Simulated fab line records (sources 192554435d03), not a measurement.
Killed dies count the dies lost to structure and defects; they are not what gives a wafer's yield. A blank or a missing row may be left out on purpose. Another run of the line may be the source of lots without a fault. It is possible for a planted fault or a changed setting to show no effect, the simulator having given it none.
Which tool is to blame?	flow n5 finfet	9 lots, 26 wafers sampled, at 5 steps of a route of 1938

WHAT THE GAUGES READ, wafer by wafer
N5_BEOL_M4_RC_MEAS_101. Usual: DIBL_N 36.2 mV/V, standard deviation 1.7; DIBL_P 36.6 mV/V, standard deviation 1.9; IOFF_N 0.16 nA/um, standard deviation 0.032; IOFF_P 0.21 nA/um, standard deviation 0.037; ION_N 675 uA/um, standard deviation 12; ION_P 460 uA/um, standard deviation 8.1; SS_N 71.4 mV/dec, standard deviation 0.58; SS_P 73.4 mV/dec, standard deviation 0.64; VT_N 249 mV, standard deviation 3.2; VT_P -252 mV, standard deviation 3.4.
lot	measured	on	DIBL_N (mV/V)	DIBL_P (mV/V)	IOFF_N (nA/um)	IOFF_P (nA/um)	ION_N (uA/um)	ION_P (uA/um)	SS_N (mV/dec)	SS_P (mV/dec)	VT_N (mV)	VT_P (mV)	flag
L147	day 7 22:44	prober-02	39.2 36.3	38.4 35.2	0.20 0.15	0.22 0.18	673 674	452 459	72.1 70.1	73.8 73.3	246 248	-252 -252	
L150	day 8 15:17	prober-02	38.1 34.9 36.7	38.5 35.8 37.3	0.19 0.14 0.17	0.23 0.19 0.21	682 657 676	462 450 462	72.5 71.9 71.4	73.5 72.8 73.5	248 253 250	-250 -253 -253	
L154	day 9 11:34	prober-02	36.8 35.1 36.4	38.0 37.1 37.7	0.17 0.14 0.16	0.21 0.18 0.20	669 669 672	454 451 450	72.3 71.1 71.1	73.7 72.7 73.2	248 251 246	-254 -251 -253	
L157	day 10 10:41	prober-02	38.8 34.4 37.4	41.1 35.3 38.8	0.20 0.12 0.18	0.27 0.17 0.23	688 658 693	473 454 465	71.6 70.9 71.7	74.6 72.6 73.9	245 252 247	-250 -256 -253	
L158	day 11 02:49	prober-01	34.7 34.1 33.1	35.4 35.4 34.1	0.14 0.14 0.11	0.20 0.21 0.18	669 676 649	461 460 456	70.6 70.5 70.7	72.9 72.9 73.4	253 250 256	-251 -247 -251	
L159	day 11 02:02	prober-02	34.1 35.5 35.3	33.4 35.1 35.6	0.13 0.15 0.15	0.16 0.18 0.18	667 677 671	456 463 461	70.7 71.3 71.5	72.5 73.8 73.5	249 253 252	-254 -253 -254	
L160	day 11 05:08	prober-02	36.2 33.7 36.9	37.0 33.3 37.8	0.16 0.12 0.18	0.20 0.15 0.22	672 665 673	453 450 460	71.1 71.1 71.8	73.1 72.2 73.6	247 252 248	-253 -254 -251	
L161	day 11 07:01	prober-02	38.6 34.5 37.6	41.4 36.3 40.2	0.21 0.13 0.18	0.26 0.18 0.23	679 668 681	467 460 464	72.2 71.0 71.9	74.4 72.3 73.9	246 253 247	-249 -252 -254	
L169	day 13 07:38	prober-01	38.3 37.1 36.5	39.7 37.1 36.0	0.20 0.18 0.17	0.26 0.22 0.21	692 682 682	470 466 466	71.9 71.8 71.2	74.3 74.0 73.5	247 248 248	-247 -251 -250	

EACH LOT AND THE TOOL THAT RAN IT (in order: tool; ch and the chambers of the sampled wafers; start)
lot	N5_HKMG_FIN_STRIP_88	N5_HKMG_FIN_ETCH_67	N5_HKMG_FIN_STRIP_90	N5_HKMG_FIN_ETCHBACK_68
L147	plasma asher-01 ch 0,1, day 4 04:36	rie diel-04 ch 0,3, day 4 05:26	rie diel-04 ch 0,3, day 4 05:29	rie metal-01 ch 0,1, day 4 05:39
L150	plasma asher-01 ch 0,1, day 4 21:52	rie diel-04 ch 1,2,3, day 4 22:41	rie diel-04 ch 1,2,3, day 4 22:45	rie metal-01 ch 0,1, day 4 22:55
L154	plasma asher-02 ch 0,1, day 5 22:07	rie diel-04 ch 0,1,2, day 5 23:01	rie diel-04 ch 0,1,2, day 5 23:04	rie metal-01 ch 0,1, day 5 23:14
L157	plasma asher-01 ch 0,1, day 6 18:40	rie diel-05 ch 0,1,2, day 6 19:29	rie diel-05 ch 0,1,2, day 6 19:33	rie metal-02 ch 0,1, day 6 19:43
L158	plasma asher-02 ch 0,1, day 7 03:38	rie diel-04 ch 0,3, day 7 04:20	rie diel-04 ch 0,3, day 7 04:24	rie metal-01 ch 1, day 7 04:38
L159	plasma asher-02 ch 0,1, day 7 07:04	rie diel-05 ch 0,1,3, day 7 07:55	rie diel-05 ch 0,1,3, day 7 07:59	rie metal-02 ch 0,1, day 7 08:08
L160	plasma asher-01 ch 0,1, day 7 16:59	rie diel-06 ch 0,2, day 7 17:50	rie diel-06 ch 0,2, day 7 17:54	rie metal-02 ch 0,1, day 7 18:05
L161	plasma asher-01 ch 0,1, day 7 19:02	rie diel-05 ch 0,2,3, day 7 19:46	rie diel-05 ch 0,2,3, day 7 19:49	rie metal-02 ch 0,1, day 7 20:01
L169	plasma asher-02 ch 0,1, day 9 21:28	rie diel-06 ch 0,1,2, day 9 22:10	rie diel-06 ch 0,1,2, day 9 22:14	rie metal-02 ch 0,1, day 9 22:26
- N5_HKMG_FIN_STRIP_88: strips in N2/H2, time 360 s.
- N5_HKMG_FIN_ETCH_67: etches SOC in N2/H2, stops on TiN, target depth 388.9 nm.
- N5_HKMG_FIN_STRIP_90: strips SOC in N2/H2, time 20 s.
- N5_HKMG_FIN_ETCHBACK_68: etches the open film in Cl2/Ar, stops on HfO2, target depth 0.5 nm.

AS READ BY THE TOOLS THEMSELVES (means over the sampled wafers that have a number; for cases with no such wafer, the mark the record gives instead)
N5_HKMG_FIN_STRIP_88. Usual: drypump motor current A 6.0 A, standard deviation 0.4; heater power w 515 W, standard deviation 27.
lot	tool	drypump motor current A (A)	heater power w (W)	flag
L147	plasma asher-01	5.8	521	
L150	plasma asher-01	5.9	531	
L154	plasma asher-02	6.0	501	
L157	plasma asher-01	5.8	534	
L158	plasma asher-02	6.3	514	
L159	plasma asher-02	6.4	515	
L160	plasma asher-01	5.8	535	
L161	plasma asher-01	5.8	516	
L169	plasma asher-02	6.0	501	

N5_HKMG_FIN_ETCH_67. Usual: drypump motor current A 5.5 A, standard deviation 0.49; oes product au 0.78 a.u., standard deviation 0.078; rf vpp V 240.6 V, standard deviation 1.4; showerhead plenum p Torr 2.54 Torr, standard deviation 0.098; throttle valve pct 17.89 %, standard deviation 0.19.
lot	tool	drypump motor current A (A)	oes product au (a.u.)	rf vpp V (V)	showerhead plenum p Torr (Torr)	throttle valve pct (%)	flag
L147	rie diel-04	5.4	0.75	241.8	2.60	17.89	
L150	rie diel-04	5.8	0.82	240.2	2.50	17.83	
L154	rie diel-04	6.0	0.77	239.6	2.52	17.88	
L157	rie diel-05	5.5	0.85	241.2	2.62	17.76	
L158	rie diel-04	5.3	0.74	240.8	2.58	17.90	
L159	rie diel-05	5.8	0.78	240.6	2.51	17.82	
L160	rie diel-06	5.0	0.74	239.5	2.46	17.79	
L161	rie diel-05	5.9	0.76	241.4	2.59	17.85	
L169	rie diel-06	5.2	0.73	239.7	2.49	18.01	

N5_HKMG_FIN_STRIP_90. Usual: drypump motor current A 5.5 A, standard deviation 0.49; oes product au 0.79 a.u., standard deviation 0.082; rf vpp V 54.2 V, standard deviation 0.82; showerhead plenum p Torr 3.35 Torr, standard deviation 0.12; throttle valve pct 19.1 %, standard deviation 0.34.
lot	tool	drypump motor current A (A)	oes product au (a.u.)	rf vpp V (V)	showerhead plenum p Torr (Torr)	throttle valve pct (%)	flag
L147	rie diel-04	5.4	0.76	54.5	3.43	19.3	
L150	rie diel-04	5.8	0.82	53.6	3.30	18.9	
L154	rie diel-04	6.0	0.79	54.1	3.33	19.2	
L157	rie diel-05	5.5	0.86	54.7	3.46	19.0	
L158	rie diel-04	5.3	0.75	55.2	3.40	19.2	
L159	rie diel-05	5.8	0.79	54.2	3.32	19.1	
L160	rie diel-06	5.0	0.76	54.6	3.26	18.8	
L161	rie diel-05	5.9	0.78	54.7	3.41	19.1	
L169	rie diel-06	5.2	0.74	54.0	3.29	19.2	

N5_HKMG_FIN_ETCHBACK_68. Usual: bias w 59.99 W, standard deviation 0.16; chamber pressure mTorr 10.000 mTorr, standard deviation 0.0089; drypump motor current A 5.4 A, standard deviation 0.37; oes product au 0.69 a.u., standard deviation 0.11; throttle valve pct 21.06 %, standard deviation 0.14.
lot	tool	bias w (W)	chamber pressure mTorr (mTorr)	drypump motor current A (A)	oes product au (a.u.)	throttle valve pct (%)	flag
L147	rie metal-01	60.10	9.992	5.3	0.57	21.18	
L150	rie metal-01	59.89	9.994	5.4	0.56	21.19	
L154	rie metal-01	59.91	9.988	5.4	0.57	21.16	
L157	rie metal-02	-	-	-	-	-	OFF
L158	rie metal-01	-	-	-	-	-	OFF
L159	rie metal-02	-	-	-	-	-	OFF
L160	rie metal-02	59.91	10.004	5.3	0.74	21.00	
L161	rie metal-02	60.08	10.005	5.4	0.74	20.98	
L169	rie metal-02	59.84	10.005	5.7	0.69	21.04	

THE ANSWER, worked out from the rows above alone
Rule: lot off if the mean of its wafers having a number is beyond 3 standard deviations from the usual mean. Also off: a lot with no number at a reading for which 4 or more lots have one. All remaining lots with rows at the step are treated as sound. First the gauges in route order, then the tools' own readings, where a lot's mean is used as printed above. At the first step where some lot is off, the reading lying furthest off is the one used; lots without a number count as furthest.
Off: L157, L158, L159, at N5_HKMG_FIN_ETCHBACK_68 (bias w). Without a number there: L157, L158, L159.
A tool fits if, at that step or a process step before it, it ran every lot that is off, and no sound lot after the first of them. Of those tried, none fits.

WHAT THE SIMULATOR HAD PUT IN
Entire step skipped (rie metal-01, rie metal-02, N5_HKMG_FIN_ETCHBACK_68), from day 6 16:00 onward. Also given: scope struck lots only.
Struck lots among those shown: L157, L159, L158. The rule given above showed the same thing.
